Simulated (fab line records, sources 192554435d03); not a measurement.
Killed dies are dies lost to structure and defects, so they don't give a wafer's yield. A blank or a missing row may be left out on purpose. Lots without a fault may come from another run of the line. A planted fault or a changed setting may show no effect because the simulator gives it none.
fab line records | flow n5_finfet
record lots=3 wafers=9 last_day=16
route steps=1938 shown BEOL_M4@1099 BEOL_M5@1112 BEOL_M9@1440 PASSIVATION@1936
lots that met no fault: from a run of the same line without faults
start_h: hours from the record's first day to the start of the lot's first wafer shown | wait_h: hours since the lot's step before | " the same as in the row above | L1.1+2: a row that stands for several wafers | - no value, or no start given | * or withheld: withheld | < > ~ a bound
route shown NAME@n: a module of which the file shows steps, and the number in the route of the first | usual: mean/standard deviation of fault-free wafers | same: alike in all rows | chamber/n: place in a boat | sites: the reading at each site | _std_site: their standard deviation | _edge_site: outer sites' mean less inner sites' | radius_mm: how far each site lies from the wafer's centre | mask NAME#n: copy n | behind: the tool/chamber that last shaped the wafer | hold: why the lot was held/for how many hours/how that ended | device: the transistor (n, p or np) that didn't switch | end of line: the same wafers' tests at the end of the route | a step without rows: its recipe alone | killed: dies lost to structure and defects at the first sort, not the wafer's yield | map: a wafer's dies, x killed, . not, _ none there
set.NAME: the setting as run; set.NAME@STEP: as run at that earlier step | model.NAME: the simulator's own value behind a step, which no gauge read
lots at some steps of the route; a table a step, a row a wafer
services: from which hour (start_h, from the record's first day; less than 0 if before it) a tool's chamber was out of use, for how many hours, and why
## steps
# step N5_BEOL_M4_ANNEAL_95
# recipe temp_c=400 time_s=240 ambient=vacuum
# step N5_BEOL_M4_SPUTTER_96
# recipe material=Cu target_thk_a=45 temp_c=-20 chamber_pressure_pa=0.07 power_w=withheld time_s=8.29
# step N5_BEOL_M4_ECD_50
# recipe material=Cu target_thk_a=3000
# step N5_BEOL_M4_ANNEAL_51
# recipe temp_c=225 time_s=90 ambient=N2
# step N5_BEOL_M4_CMP_52
# recipe stop_on=SiOC t_overpolish_s=6.8 down_force_psi=1 platen_rpm=50 clearing_platen_down_force_psi=1.5 clearing_platen_rpm=50 post_cmp_clean=cu_alkaline target_thk_nm=40 clearing_platen_pad_velocity_m_s=0.99484 pad_velocity_m_s=0.99484
# step N5_BEOL_M4_PRE_CLEAN_60
# recipe gas=NH3/H2 time_s=15 temp_c=* rf_power_w=300
# step N5_BEOL_M4_CO_CAP_55
# recipe material=Co target_thk_a=20 temp_c=200 precursor=CCTBA/H2 pressure_torr=30 time_s=102.1
# step N5_BEOL_M4_PRE_CLEAN_56
# recipe gas=NH3 time_s=15 temp_c=withheld rf_power_w=300
# step N5_BEOL_M4_DEP_57
# recipe material=SiCN target_thk_a=80 temp_c=withheld precursor=3MS/NH3 pressure_torr=3 rf_w=202 time_s=14
# step N5_BEOL_M4_RC_MEAS_101
# usual DIBL_N=36.2/2 DIBL_P=36.1/2.4 IOFF_N=0.16/0.035 IOFF_P=0.22/0.041 ION_N=675/14 ION_P=465/8.6 SS_N=71.5/0.64 SS_P=73.2/0.76 VT_N=250/3.9 VT_P=-249/3.4
# columns lot.wafer tool chamber start_h wait_h DIBL_N[mV/V] DIBL_P[mV/V] IOFF_N[nA/um] IOFF_P[nA/um] ION_N[uA/um] ION_P[uA/um] SS_N[mV/dec] SS_P[mV/dec] VT_N[mV] VT_P[mV]
L102.1 prober-02 0 209.04 0.0 37.4 37.3 0.16 0.22 683 469 71.6 73.8 252 -248
L102.3 " 0 " " 34.9 34.7 0.13 0.18 667 455 71.1 72.7 251 -251
L102.5 " 0 " " 37.7 37.6 0.17 0.23 684 471 72.4 72.5 251 -251
L104.2 prober-01 0 225.86 0.2 36.4 36.7 0.16 0.25 674 471 71.6 73.3 246 -244
L104.3 " 0 " " 36.0 36.4 0.15 0.26 670 471 71.7 72.5 249 -245
L104.6 " 0 " " 37.1 37.3 0.17 0.26 676 473 71.8 72.7 249 -244
L115.1 prober-01 0 272.10 0.0 37.8 38.8 0.19 0.21 702 466 72.2 73.8 248 -250
L115.3 " 0 " " 34.4 37.1 0.13 0.19 667 464 71.2 73.7 253 -252
L115.6 " 0 " " 36.9 39.0 0.17 0.21 683 467 71.8 73.8 250 -253
# step N5_BEOL_M5_ILD_DEP_00
# recipe material=SiCOH_lowk target_thk_a=1406.4 temp_c=300 precursor=DEMS/porogen pressure_torr=5 rf_w=500 time_s=25.9
# step N5_BEOL_M5_CURE_79
# recipe temp_c=385 time_s=240 ambient=He/Ar material=SiCOH_lowk
# step N5_BEOL_M5_PECVD_70
# recipe material=SiO2 target_thk_a=160 temp_c=400 precursor=TEOS/O2 pressure_torr=5.5 rf_w=450 teos_flow_sccm=53.8 gas=O2 flow_sccm=3000 time_s=18
# step N5_BEOL_M5_HM_DEP_02
# recipe material=TiN target_thk_a=200 temp_c=25 chamber_pressure_pa=0.49996
# step N5_BEOL_M5_COAT_59
# recipe resist=SOC temp_c=250 time_s=60 spin_rpm=1500 resist_thk_nm=60
# step N5_BEOL_M5_COAT_60
# recipe resist=SiARC temp_c=220 time_s=60 spin_rpm=1500 resist_thk_nm=12
# step N5_BEOL_M5_COAT_71
# recipe resist=underlayer temp_c=205 time_s=60 spin_rpm=1500 resist_thk_nm=5
# step N5_BEOL_M5_COAT_05
# recipe resist=CAR-EUV spin_rpm=1500 resist_thk_nm=30
# step N5_BEOL_M5_EBR_07
# recipe solvent=PGMEA ebr_width_mm=1.5
# step N5_BEOL_M5_SOFTBAKE_06
# recipe temp_c=110 time_s=60 resist=CAR-EUV
# step N5_BEOL_M5_EXPOSE_08
# recipe mask_id=M5 na=0.33 source_shape=annular sigma_inner=0.4 sigma_outer=0.8 polarization=unpolarized target_cd_nm=28 dose_mj=35.75
# step N5_BEOL_M5_PEB_09
# recipe peb_temp_c=100 peb_time_s=60 resist=CAR-EUV
# step N5_BEOL_M5_DEVELOP_10
# recipe develop_time_s=30 developer=TMAH resist=CAR-EUV rinse_liquid=surfactant_rinse dry=air_spin dev_temp_c=23
# step N5_BEOL_M5_DESCUM_16
# recipe chemistry=O2 time_s=7 source_power_w=50 bias_power_w=20 pressure_mtorr=20 rf_frequency_hz=2.712e+07 temp_c=40 resist=CAR-EUV o2_flow_sccm=225
# step N5_BEOL_M5_ETCH_72
# recipe chemistry=N2/H2 target=underlayer target_depth_a=65 mask_material=CAR-EUV time_s=5.2 ion_energy_ev=200 pressure_mtorr=30 source_w=840 bias_w=150 n2_flow_sccm=200 h2_flow_sccm=200 ends=cleared
# step N5_BEOL_M5_ETCH_61
# recipe chemistry=CF4 target=SiARC target_depth_a=156 mask_material=CAR-EUV time_s=26 ion_energy_ev=80 pressure_mtorr=40 source_w=545 bias_w=36 Ar_flow_sccm=100 cf4_flow_sccm=100 ends=cleared
# step N5_BEOL_M5_ETCH_62
# recipe chemistry=N2/H2 target=SOC target_depth_a=750 overetch_a=150 mask_material=SiARC temp_c=40 time_s=112.5 ion_energy_ev=200 pressure_mtorr=30 source_w=840 bias_w=150 n2_flow_sccm=200 h2_flow_sccm=200
# step N5_BEOL_M5_STRIP_63
# recipe chemistry=N2/H2 temp_c=40 n2_flow_sccm=200 h2_flow_sccm=200 rf_frequency_hz=6e+07
# step N5_BEOL_M5_STRIP_73
# recipe chemistry=N2/H2 temp_c=40 n2_flow_sccm=200 h2_flow_sccm=200 rf_frequency_hz=6e+07
# step N5_BEOL_M5_STRIP_64
# recipe chemistry=CF4 resist=SiARC power_w=300 bias_power_w=75 pressure_mtorr=50 cf4_flow_sccm=150 rf_frequency_hz=6e+07
# step N5_BEOL_M5_HM_OPEN_17
# recipe chemistry=Cl2/BCl3 target_depth_a=200 overetch_a=60 target=TiN mask_material=SOC ion_energy_ev=150 pressure_mtorr=10 icp_w=1000 bias_w=126 Cl2_flow_sccm=53.25 bcl3_flow_sccm=21.75 Ar_flow_sccm=25
# step N5_BEOL_M5_STRIP_19
# recipe chemistry=O2 power_w=400 temp_c=40 pressure_mtorr=30 rf_frequency_hz=6e+07 bias_power_w=0 overash_fraction=0.2 o2_flow_sccm=225
# step N5_BEOL_M5_COAT_65
# recipe resist=SOC temp_c=250 time_s=60 spin_rpm=1500 resist_thk_nm=60
# step N5_BEOL_M5_COAT_66
# recipe resist=SiARC temp_c=220 time_s=60 spin_rpm=1500 resist_thk_nm=12
# step N5_BEOL_M9_ETCH_66
# recipe chemistry=N2/H2 target=SOC target_depth_a=800 overetch_a=160 mask_material=SiARC temp_c=40 time_s=120 ion_energy_ev=200 pressure_mtorr=30 source_w=840 bias_w=150 n2_flow_sccm=200 h2_flow_sccm=200
# usual drypump_motor_current_A=5.9/0.35 oes_product_au=0.59/0.057 rf_vpp_V=523/3.1 showerhead_plenum_p_Torr=2.50/0.12 throttle_valve_pct=17.8/0.32
# columns lot.wafer tool chamber start_h wait_h drypump_motor_current_A oes_product_au rf_hours_counter_h rf_vpp_V showerhead_plenum_p_Torr throttle_valve_pct model.etch.depth_nm model.SiARC_of_BEOL_M9_COAT_64.thk_nm
L102.1 rie_diel-05 1 250.15 0.0 5.5 0.53 225 520 2.40 18.4 59.89 6.2
L102.3 " 2 " " 6.0 0.57 154 520 2.34 17.6 59.69 6.4
L102.5 " 0 " " 5.5 0.65 - 521 2.46 17.4 59.98 6
L104.2 rie_diel-05 3 266.87 0.0 6.0 0.55 175 526 2.64 18.2 54.19 8.8
L104.3 " 2 " " 6.0 0.56 159 518 2.34 17.6 57.43 8.6
L104.6 " 2 " " 6.0 0.56 - 516 2.34 17.6 57.18 8.6
L115.1 rie_diel-02 2 316.48 0.0 5.7 0.63 83 527 2.70 18.0 60.04 6.4
L115.3 " 1 " " 6.0 0.51 244 519 2.37 17.8 59.74 6.2
L115.6 " 1 " " 6.0 0.51 - 520 2.37 17.8 59.99 6.2
# step N5_PASSIVATION_PROBE_49
# usual defect_limited_yield=91.1/1.4 killed_at_M0_to_M3=36/9.9 killed_at_M4_up=13/5.8 killed_at_contacts=14/5.9 killed_at_front_end=39/11 killed_at_other=3.4/2.9 killed_dies=105/17 killed_open=70/13 killed_short=34/7.3 sort_bin_5_function=5.3/1 sort_bin_6_memory=3.3/0.62 sort_n_pass=1075/17 sort_yield_pct=91.1/1.4
# same gross_dies=1180 killed_at_back_side=0 sort_bin_4_leakage[%]=0 sort_bin_8_speed[%]=0
# columns lot.wafer tool chamber start_h wait_h defect_limited_yield[%] killed_at_M0_to_M3 killed_at_M4_up killed_at_contacts killed_at_front_end killed_at_other killed_dies killed_open killed_short sort_bin_5_function[%] sort_bin_6_memory[%] sort_n_pass sort_yield_pct[%]
L104.2 prober-02 - 327.89 0.1 22.0 47 831 10 30 2 920 61 34 74.7 3.1 260 22.0
L104.3 prober-02 - 327.94 0.1 76.9 45 184 9 33 2 273 63 35 19.0 3.8 907 76.9
L104.6 prober-02 - 328.09 0.3 75.0 44 208 5 37 1 295 67 32 21.8 3.2 885 75.0
# killed by level:class
L104.2 BEOL_M9:area_etch=825 BEOL_M0_SAQP:geometric_particle:open=13 BEOL_M0_SAQP:geometric_particle:short=12 BEOL_M3:geometric_particle:open=9 STI_FIN_REVEAL:geometric_particle:open=8 MOL_CONTACT_COAG:geometric_particle:open=7 FIN_SAQP:geometric_particle:short=4 ILD0:geometric_particle:open=4
L104.3 BEOL_M9:area_etch=175 BEOL_M2:geometric_particle:open=10 FIN_SAQP:geometric_particle:short=9 BEOL_M1:geometric_particle:open=9 BEOL_M0_SAQP:geometric_particle:short=8 MOL_CONTACT_COAG:geometric_particle:open=8 BEOL_M0_SAQP:geometric_particle:open=8 STI_FIN_REVEAL:geometric_particle:open=6
L104.6 BEOL_M9:area_etch=195 BEOL_M1:geometric_particle:open=11 STI_FIN_REVEAL:geometric_particle:open=10 BEOL_M0_SAQP:geometric_particle:short=9 BEOL_M0_SAQP:geometric_particle:open=9 BEOL_M2:geometric_particle:open=7 STARTING-WAFER:geometric_particle:short=6 BEOL_M4:geometric_particle:open=5
# map L104.2 (x killed, . not)
_________________xxxxxxxxxxxx________________
______________xxx.xxxxxxxxxxxxxx_____________
___________xxxx.xxx.xxxxxx.x.xxxxxx__________
__________xx.x.xxxxxxx.xxxxxxxxxx.xx_________
________x.xxxxxxxx...xxxxxxx.xxxx.xxxx_______
_______.xxxxxxxx.xxx..xxxxxxxxxxxx.xxx.______
______..xxxx.x.xx.x..x.xxxxx.x.x.xxxxxx._____
_____xxx.x.xxx..xxxx.xxxxxxx...x.xxxxxx.x____
____xxxx.xx.x..x.xxxxxx...xx...x.x..xxxxxx___
___.x.x.....x.x..x.xxxxx.xx.xxxx.xxxxx.xxxx__
___xxx.x.xxxx.xx.xx.xxxxxxxxxxxx.xxx.x.xxxx__
__xxxxxxxx.xx...xxxxxxxxxxxx.xxxxxxxx...x..._
__xxxxxxxx.x.x..xxxxxxxx.xxxxxxxxxxxx.xxxxxx_
_x.xxxx..xxxxx.xxxxxxxxx.xxxxxxxxxxxx..xx...x
_xxxxxxxxxx.x.xxxxxxxxxx.xxxx.xxxxxx.x.......
_xxx.xxxxx...xxx.xxx.xxxxxxxx.xx.xxxxxxxx.xx.
_xxxxx.xxxxxxxxxxxxxx.xxx.x.xxxx..x.xxxxxx.x.
_xxx.xx.xxxx.xxxxxxxxxxx.xxxx.xxxx.x.xxxx.x..
_xx.x.xxxxxxxxxxxxxxxxxxxxxx.x.xxxxxxxxxxxx.x
_xxxxxxxxxxxxx.xxxxxxxxxxxxx.xxx.x.xxxxxxxxx.
_xxxxxxxxxx.xxxxxxxxxxxxxx.xxx.x...xxx.xx..xx
__xxxxxxxxxxxxxxxxxxxxxxxxxx.x.xxxx.xx.xxx.._
__xxx.xxxxxxxxxxxxxxxxx.xxx.xxx..xx.xx.x.x.x_
___x.xxxxxxxxxxxxxx.xx.xxxxx.xxx....xxxxxxx__
___xxxxxxxxxxxxxxxxx.xxx.x.xxxx.....xxxx.x.__
____x.xx.xxxxxxxxxx.xxxxx.xxxxxxxxxxx.xx.x___
_____xxx.xxxxxxxxxxxxxxx.xxx.xxxxx..xx.xx____
______x...xxxxxx.xxxxxxx.xxx.xxxxxx...x._____
_______xxxxx.x.xxxx.x.xxxxx..xxxxx..xxx______
________xx..xxx.x...xx..xxxxxxx.x.xxxx_______
__________xxxxxx.x.xx..xxxxxxxxxxxx._________
___________xx.x.xxx.xx..x.xxxxxxxx.__________
______________xx.x.xxxx.xxx..xxx_____________
_________________xxxxx.xxxx..________________
# map L102.1 (x killed, . not)
_________________............________________
______________........x........x_____________
___________........x...............__________
__________.................x.x...xx._________
________.....xx...x........x.........._______
_______.............xxx.............x.x______
______...........x......x..............x_____
_____..x......xx.........................____
____......x.....x.............x...........___
___........................x.xx...x........__
___..............xx.............x.......x.x__
__.x..........x..........x...........x.....x_
__...........x.................x.......x..x._
_.......................x..................x.
_..............x.x.....x..x.....x............
_.........................x..................
_.......x.......x................x...x.......
_......x.....x.....xx............x...........
_...x.........x.........................x....
_............................................
_.......x.x......x.......x........x..........
__....x......x......xx...x..x..x...xx......._
__........x.....................xx.........._
___.........x.......xx...x................x__
___.....x................x.xxxx......x.....__
____..............x...x.......x.........x.___
_____...................................x____
______....x....x...x.x..x...x..........._____
_______........x.......................______
________...x............xx.......x...._______
__________.........................._________
___________xx......x............x..__________
______________..............x..._____________
_________________............________________
## services
# columns tool chamber start_h hours kind
rie_diel-02 2 230.43 75.0 repair
rie_diel-02 - 257.21 15.6 pm
rie_diel-05 0 261.54 19.9 repair
rie_diel-02 0 278.05 4.4 repair
rie_diel-05 - 298.29 4.3 pm
## key
first_sign step=N5_PASSIVATION_PROBE_49 reading=killed_at_M4_up direction=up sigmas=68 usual=13 struck=408
effect step=N5_PASSIVATION_PROBE_49 reading=sort_bin_5_function direction=up sigmas=32 usual=5.3 struck=38.5
model_effect step=N5_BEOL_M9_ETCH_66 value=etch.depth_nm without=60.13 struck=56.27
more_kills_born_at N5_BEOL_M9_ETCH_66@rie_diel-05=1195
met_at N5_BEOL_M9_ETCH_66
struck_wafers L104.2,L104.3,L104.6
later_rows_left_out L104.2
onset_between 250.15 266.87
fault kind=process_parameter_drift tool=rie_diel-05 chamber=- onset_h=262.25 steps=N5_BEOL_M9_ETCH_66 channel=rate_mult offset=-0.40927 shape=step end_h=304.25
# later_rows_left_out: the simulator's readings of these wafers behind a module that went badly wrong aren't trusted and aren't shown, but for the sort
